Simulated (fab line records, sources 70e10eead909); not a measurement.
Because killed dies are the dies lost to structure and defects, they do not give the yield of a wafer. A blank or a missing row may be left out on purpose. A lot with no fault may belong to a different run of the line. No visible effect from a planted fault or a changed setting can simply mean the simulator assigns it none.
A lot that was struck, set against a sound lot + flow nand-harc + 14 out of 1302 route steps
Sound: the wafers L280.1, L280.3, L280.4. Wafers struck: L266.3, L266.4, L266.6. The cause is named last.
Order at every step that has rows: each side's tool, ch and its chambers, its first start. Under that, the readings that differ: sound wafers + struck wafers + difference of the means + sigmas: that difference in standard deviations of wafers without a fault.
alike: same words and numbers on both sides, and readings whose means sit less than 2 such deviations apart. not compared: any withheld reading, any reading some wafer has no value for, any bound like >300 that may hide the same value, and any number with overlapping values for which the record gives no deviation.
A row with sigmas, a row that says differs or no value, or rows on one side alone: a step with any of these is where the two part. Numbers that have no deviation but don't overlap get no sigmas and don't part them. Lack of a reading on every wafer of one side parts them only where that side has two or more wafers.

first, 1 step without rows for these wafers: NHARC_A_CONTACT_ETCH_48 (etches the open film in CF4, target depth 39 nm, time 65 s).
NHARC_A_CONTACT_ETCH_49: etches the open film in N2/H2, target depth 260 nm, time 475.3 s.
  sound: rie-diel-12 ch 0,2,3; struck: rie-diel-04 ch 1,3
  alike: bias-w, chamber-pressure-mTorr, drypump-motor-current-A, mfc-ar-sccm, n2-flow-sccm, oes-product-au, rf-vpp-V, showerhead-plenum-p-Torr, throttle-valve-pct
  not compared: rf-hours-counter-h
then, 3 steps without rows for these wafers: NHARC_A_CONTACT_ETCH_50 (etches the open film in CF4/CHF3, target depth 121 nm, time 60.5 s); NHARC_A_CONTACT_ETCH_51 (etches the open film in O2/COS, target depth 7000 nm, time 1820 s); NHARC_A_CONTACT_ETCH_111 (etches the open film in C4F8/O2/Ar, time 140 s, target depth 700 nm).
NHARC_A_CONTACT_ETCH_112: etches the open film in C4F8/O2/Ar, time 190 s, target depth 1850 nm.
  sound on har-cap-etch-02 ch 0,1, day 28 22:38; struck on har-cap-etch-01 ch 0,1, day 22 14:19
  alike: chamber-pressure-mTorr, oes-air-line-au
  not compared: rf-hours-counter-h
NHARC_A_CONTACT_ETCH_113: etches the open film in C4F8/O2/Ar, time 190 s, target depth 1850 nm.
  sound on har-cap-etch-02 ch 0,1, day 28 22:48; struck on har-cap-etch-01 ch 0,1, day 22 14:29
  alike: chamber-pressure-mTorr, oes-air-line-au
  not compared: rf-hours-counter-h
NHARC_A_CONTACT_ETCH_114: etches the open film in C4F8/O2/Ar, time 190 s, target depth 1850 nm.
  sound on har-cap-etch-02 ch 0,1, day 28 22:58; struck on har-cap-etch-01 ch 0,1, day 22 14:40
  alike: chamber-pressure-mTorr, oes-air-line-au
  not compared: rf-hours-counter-h
NHARC_A_CONTACT_ETCH_115: etches the open film in C4F8/O2/Ar, time 190 s, target depth 1850 nm.
  sound on har-cap-etch-02 ch 0,1, day 28 23:08; struck on har-cap-etch-01 ch 0,1, day 22 14:50
  alike: chamber-pressure-mTorr, oes-air-line-au
  not compared: rf-hours-counter-h
then, 3 steps without rows for these wafers: NHARC_A_CONTACT_ETCH_116 (etches the open film in C4F8/O2/Ar, time 190 s, target depth 1850 nm); NHARC_A_CONTACT_ETCH_117 (etches the open film in C4F8/O2/Ar, time 190 s, target depth 1850 nm); NHARC_A_CONTACT_ETCH_118 (etches the open film in C4F8/O2/Ar, time 190 s, target depth 1850 nm).
NHARC_A_CONTACT_ETCH_119: etches the open film in C4F8/O2/Ar, time 190 s, target depth 1850 nm.
  sound on har-cap-etch-02 ch 0,1, day 28 23:50; struck on har-cap-etch-01 ch 0,1, day 22 15:31
  no value came back on the struck wafers for chamber-pressure-mTorr (mTorr), oes-air-line-au (a.u.); on the sound wafers chamber-pressure-mTorr (mTorr) reads 20.000 20.029 20.033
  not compared: rf-hours-counter-h
then, 1 step without rows for these wafers: NHARC_A_CONTACT_ETCH_120 (etches the open film in C4F8/O2/Ar, time 190 s, target depth 1850 nm).

WHERE THEY PART
NHARC_A_CONTACT_ETCH_119 only, going by this record.

WHY: what the simulator had put in
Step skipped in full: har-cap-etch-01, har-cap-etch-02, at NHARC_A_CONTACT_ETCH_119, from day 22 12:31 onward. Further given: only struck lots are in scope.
